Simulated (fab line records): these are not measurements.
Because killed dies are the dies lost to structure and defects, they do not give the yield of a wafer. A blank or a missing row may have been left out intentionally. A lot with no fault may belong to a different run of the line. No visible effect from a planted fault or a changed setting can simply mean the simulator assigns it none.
Comparing a struck lot with a sound one -- flow nand_harc -- 13 out of 1159 route steps
Sound: the wafers L662.3, L662.4, L662.6. The struck wafers were L682.2, L682.4, L682.6. The cause comes at the end.
Each step with rows lists, per side, the tool, then ch with its chambers, then its first start. Under that, the readings that differ: sound wafers -- struck wafers -- difference of the means -- sigmas: that difference in standard deviations of wafers without a fault.
alike: readings whose means differ by less than 2 such deviations, and words and numbers that are the same on both sides. not compared: withheld readings, readings that some wafer has no value for, bounds like >300 that may hide the same value, and numbers for which the record gives no deviation and whose values overlap.
Wherever a step has rows on one side only, a row that says differs or no value, or a row with sigmas, the two part there. When numbers do not overlap yet have no deviation, they are printed without sigmas and do not part them. A reading that every wafer of one side lacks parts them only if that side has two wafers or more.

first, 3 steps without rows for these wafers: NHARC_A_STAIRCASE_STRIP_296 (strips in SPM, time 900 s); NHARC_A_STAIRCASE_PRECLEAN_297 (cleans in SC1); NHARC_A_STAIRCASE_SRD_298.
NHARC_A_STAIRCASE_HM_DEP_462: deposits aC, target thk 800 nm.
  sound on acl_dep-03 ch 0, day 12 00:28; struck on acl_dep-03 ch 0, day 17 14:40
  alike: throttle_valve_pct
NHARC_A_STAIRCASE_DEP_301: deposits SiON, target thk 30 nm.
  sound on pecvd-03 ch 1,2, day 12 01:46; struck on pecvd-04 ch 0,1, day 17 16:14
  alike: heater_power_w
then, 6 steps without rows for these wafers: NHARC_A_STAIRCASE_DEHYDRATE_302 (time 120 s); NHARC_A_STAIRCASE_HMDS_303 (time 30 s); NHARC_A_STAIRCASE_COAT_304; NHARC_A_STAIRCASE_SOFTBAKE_305 (time 170 s); NHARC_A_STAIRCASE_EBR_306; NHARC_A_STAIRCASE_EXPOSE_307 (exposes mask CHOP 50).
NHARC_A_STAIRCASE_PEB_308: peb time 130 s.
  sound on litho_track-03 ch 0, day 12 02:26; struck on litho_track-03, day 17 16:54
  no value came back on the struck wafers for chill_plate_temp_C (C), exhaust_pa (Pa); on the sound wafers chill_plate_temp_C (C) reads 22.87 23.07 23.01
then, 1 step without rows for these wafers: NHARC_A_STAIRCASE_DEVELOP_309 (time 140 s).

WHERE THEY PART
Within this record, at NHARC_A_STAIRCASE_PEB_308 only.

WHY: the cause the simulator had injected
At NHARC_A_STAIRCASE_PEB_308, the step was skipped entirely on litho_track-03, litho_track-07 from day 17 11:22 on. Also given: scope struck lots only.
